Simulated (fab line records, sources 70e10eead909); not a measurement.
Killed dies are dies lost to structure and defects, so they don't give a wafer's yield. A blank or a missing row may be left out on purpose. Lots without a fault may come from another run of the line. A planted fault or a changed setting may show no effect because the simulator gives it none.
Which tool did it? | flow nand_harc | 14 lots, 42 wafers sampled, at 4 steps of a route of 1302

WHAT THE GAUGES READ, wafer by wafer
NHARC_A_BONDPAD_THK_MEAS_20: measures by xrf. Usual: thk_nm 169.6 nm, standard deviation 1.6.
lot  | measured     | on            | thk_nm (nm)       | flag
L786 | day 23 18:42 | film_metro-02 | 169.5 171.8 168.3 |
L790 | day 24 12:16 | film_metro-02 | 172.6 170.2 171.1 |
L792 | day 24 23:13 | film_metro-02 | 170.5 169.1 169.9 |
L791 | day 25 00:31 | film_metro-02 | 167.4 167.9 170.2 |
L793 | day 25 19:04 | film_metro-01 | 167.9 170.9 169.4 |
L796 | day 26 18:50 | film_metro-01 | 170.5 171.8 169.1 |
L794 | day 26 19:17 | film_metro-01 | 170.9 168.6 169.7 |
L795 | day 26 23:35 | film_metro-01 | 167.8 169.0 170.2 |
L805 | day 30 22:54 | film_metro-02 | 169.9 170.9 173.7 |
L806 | day 30 23:55 | film_metro-01 | 171.7 170.6 169.1 |
L804 | day 31 06:00 | film_metro-01 | 170.8 173.1 168.7 |
L807 | day 31 22:52 | film_metro-02 | 168.8 170.5 171.1 |
L808 | day 32 04:25 | film_metro-02 | 169.6 169.9 168.7 |
L809 | day 32 05:52 | film_metro-02 | 170.1 171.1 171.8 |

NHARC_THIN_TSV_CD_MEAS_37. Usual: cd_nm 4998.2 nm, standard deviation 2.7.
lot  | measured     | on        | cd_nm (nm)           | flag
L786 | day 24 14:17 | cd_sem-02 | 5000.7 4999.0 4998.9 |
L790 | day 25 09:36 | cd_sem-02 | 4997.0 5000.2 5000.6 |
L792 | day 25 20:54 | cd_sem-03 | 4999.4 4994.6 4994.5 |
L791 | day 25 22:14 | cd_sem-02 | 5000.4 4996.8 5001.1 |
L793 | day 26 14:49 | cd_sem-03 | 4996.9 4998.7 5000.1 |
L796 | day 27 17:53 | cd_sem-03 | 4996.7 4998.3 4995.9 |
L794 | day 27 19:13 | cd_sem-01 | - - -                | OFF
L795 | day 27 20:34 | cd_sem-02 | - - -                | OFF
L805 | day 31 19:38 | cd_sem-02 | 5004.4 4997.0 4999.2 |
L806 | day 31 18:34 | cd_sem-01 | 4999.7 4996.8 5000.5 |
L804 | day 32 10:04 | cd_sem-02 | 4997.0 5000.9 4997.5 |
L807 | day 32 20:34 | cd_sem-02 | 4997.2 4998.4 4995.0 |
L808 | day 33 01:58 | cd_sem-01 | 4994.2 4995.7 4995.6 |
L809 | day 33 03:11 | cd_sem-01 | 4989.3 4995.3 4991.5 |

WHICH TOOL RAN EACH LOT (tool, then ch and the chambers of the sampled wafers, then the start)
lot  | NHARC_THIN_TSV_PEB_31             | NHARC_THIN_TSV_ETCH_59
L786 | litho_track-03 ch 0, day 24 12:38 | rie_metal-02 ch 0,1, day 24 13:03
L790 | litho_track-02 ch 0, day 25 08:04 | rie_metal-01 ch 0,1, day 25 08:31
L792 | litho_track-05 ch 0, day 25 19:22 | rie_metal-01 ch 0,1, day 25 19:49
L791 | litho_track-03 ch 0, day 25 20:41 | rie_metal-03 ch 0,1, day 25 21:05
L793 | litho_track-03 ch 0, day 26 13:16 | rie_metal-01 ch 0,1, day 26 13:41
L796 | litho_track-02 ch 0, day 27 16:21 | rie_metal-02 ch 1, day 27 16:46
L794 | litho_track-03, day 27 17:41      | rie_metal-01 ch 0,1, day 27 18:04
L795 | litho_track-02, day 27 19:01      | rie_metal-03 ch 0,1, day 27 19:26
L805 | litho_track-05 ch 0, day 31 18:07 | rie_metal-01 ch 0,1, day 31 18:29
L806 | litho_track-02 ch 0, day 31 17:02 | rie_metal-02 ch 0,1, day 31 17:26
L804 | litho_track-03 ch 0, day 32 08:26 | rie_metal-02 ch 0,1, day 32 08:50
L807 | litho_track-03 ch 0, day 32 18:55 | rie_metal-03 ch 0,1, day 32 19:20
L808 | litho_track-02 ch 0, day 33 00:24 | rie_metal-01 ch 0,1, day 33 00:54
L809 | litho_track-05 ch 0, day 33 01:40 | rie_metal-03 ch 0,1, day 33 02:04
- NHARC_THIN_TSV_PEB_31: peb time 85 s.
- NHARC_THIN_TSV_ETCH_59: etches the open film in Cl2/BCl3, target depth 880 nm, time 138.1 s.

WHAT THE TOOLS THEMSELVES READ (means of the sampled wafers that have a number; where no wafer has one, the mark that the record gives instead)
NHARC_THIN_TSV_PEB_31. Usual: chill_plate_temp_C 22.98 C, standard deviation 0.1; exhaust_pa 44.9 Pa, standard deviation 0.86.
lot  | tool           | chill_plate_temp_C (C) | exhaust_pa (Pa) | flag
L786 | litho_track-03 | 23.06                  | 44.3            |
L790 | litho_track-02 | 23.03                  | 44.9            |
L792 | litho_track-05 | 23.01                  | 44.5            |
L791 | litho_track-03 | 22.88                  | 45.2            |
L793 | litho_track-03 | 22.96                  | 45.3            |
L796 | litho_track-02 | 22.99                  | 43.4            |
L794 | litho_track-03 | -                      | -               | OFF
L795 | litho_track-02 | -                      | -               | OFF
L805 | litho_track-05 | 22.96                  | 43.9            |
L806 | litho_track-02 | 23.00                  | 44.9            |
L804 | litho_track-03 | 23.01                  | 45.1            |
L807 | litho_track-03 | 22.91                  | 45.6            |
L808 | litho_track-02 | 22.96                  | 45.3            |
L809 | litho_track-05 | 23.06                  | 45.2            |

NHARC_THIN_TSV_ETCH_59. Usual: drypump_motor_current_A 5.38 A, standard deviation 0.28; oes_product_au 1.005 a.u., standard deviation 0.013; throttle_valve_pct 22.265 %, standard deviation 0.0092.
lot  | tool         | drypump_motor_current_A (A) | oes_product_au (a.u.) | throttle_valve_pct (%) | flag
L786 | rie_metal-02 | 5.44                        | 1.014                 | 22.266                 |
L790 | rie_metal-01 | 5.23                        | 1.008                 | 22.259                 |
L792 | rie_metal-01 | 5.22                        | 0.991                 | 22.268                 |
L791 | rie_metal-03 | 5.67                        | 0.994                 | 22.261                 |
L793 | rie_metal-01 | 5.22                        | 0.997                 | 22.265                 |
L796 | rie_metal-02 | 5.24                        | 1.012                 | 22.268                 |
L794 | rie_metal-01 | 5.13                        | 1.001                 | 22.271                 |
L795 | rie_metal-03 | 5.67                        | 1.010                 | 22.271                 |
L805 | rie_metal-01 | 5.13                        | 0.994                 | 22.275                 |
L806 | rie_metal-02 | 5.45                        | 1.015                 | 22.266                 |
L804 | rie_metal-02 | 5.42                        | 1.018                 | 22.264                 |
L807 | rie_metal-03 | 5.68                        | 0.993                 | 22.268                 |
L808 | rie_metal-01 | 5.22                        | 1.009                 | 22.264                 |
L809 | rie_metal-03 | 5.68                        | 1.002                 | 22.256                 |

THE ANSWER, worked out from the rows above alone
Rule: a lot is off if the mean of its wafers that have a number lies more than 3 standard deviations from the usual mean. A lot without any number at a reading at which 4 lots or more have one is off too. The other lots that the step has rows for count as sound. The gauges are gone through in route order, then the tools' own readings, and for those a lot's mean is taken as printed above. The first step at which some lot is off is used, and at that step the reading that is off furthest; a lot without a number counts as furthest.
Off: L794, L795, at NHARC_THIN_TSV_CD_MEAS_37 (cd_nm). Without a number there: L794, L795.
A tool fits if, at a process step before that reading, it ran every lot that is off, and no sound lot after the first of them. The gauges at NHARC_THIN_TSV_CD_MEAS_37 aren't tried: what is off there is off at NHARC_THIN_TSV_PEB_31 too, on other tools, and a gauge's error can't cause that. None of those tried fits.

WHAT THE SIMULATOR HAD PUT IN
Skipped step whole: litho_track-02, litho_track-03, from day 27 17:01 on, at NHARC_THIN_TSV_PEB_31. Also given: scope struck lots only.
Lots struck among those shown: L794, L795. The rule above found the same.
